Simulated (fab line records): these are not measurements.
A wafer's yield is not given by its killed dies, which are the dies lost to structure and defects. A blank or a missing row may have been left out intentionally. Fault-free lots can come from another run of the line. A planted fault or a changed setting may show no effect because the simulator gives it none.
Matching of chambers	flow n5-finfet	4 sister chambers for N5_BEOL_M5_ALD_86 on ald-metal-02
The step deposits TaN, pulse time 2 s, purge time 3 s, co reactant purge time 2 s. 18 wafers are shown with their chamber, then 9 later ones without.

== WAFERS, EACH WITH ITS CHAMBER ==
wafer	chamber	heater-power-w (W)
L074.1	1	356
L074.2	2	430
L074.5	2	426
L078.2	2	419
L078.3	1	349
L078.6	2	424
L082.1	2	419
L082.2	0	421
L082.6	3	435
L084.1	1	357
L084.2	0	427
L084.6	1	348
L087.1	2	428
L087.5	3	417
L087.6	2	424
L088.1	0	424
L088.4	2	422
L088.5	3	431

SIGNATURES, as means of the wafers listed above
reading	chamber 0	chamber 1	chamber 2	chamber 3	scatter within a chamber
heater-power-w	424.00	352.50	424.00	427.67	5.15
Rule: a wafer's distance from a chamber is the root of the sum, over the readings, of the square of ((its reading less the chamber's mean) divided by the reading's scatter). The wafer belongs to the nearest chamber; if the next one is less than 2 further off, it can't be placed. The scatter: the root of (the sum of the squares of (reading less its chamber's mean) over the shown wafers, divided by (wafers less chambers)).

== WAFERS WITH NO CHAMBER GIVEN ==
wafer	heater-power-w (W)
L092.2	416
L092.4	434
L092.6	345
L091.1	426
L091.4	357
L091.5	423
L096.1	428
L096.4	422
L096.6	419

== THE CHAMBER EACH PASSED THROUGH ==
wafer	from the rows above	in truth
L092.2	can't be placed: 0 or 2 or 3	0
L092.4	can't be placed: 3 or 0 or 2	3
L092.6	1	1
L091.1	can't be placed: 3 or 0 or 2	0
L091.4	1	1
L091.5	can't be placed: 0 or 2 or 3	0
L096.1	can't be placed: 3 or 0 or 2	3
L096.4	can't be placed: 0 or 2 or 3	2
L096.6	can't be placed: 0 or 2 or 3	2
Placed correctly: 2 of 9. From these rows, 7 cannot be placed; in 7 the true chamber is one of the candidates. Wrongly placed: 0.
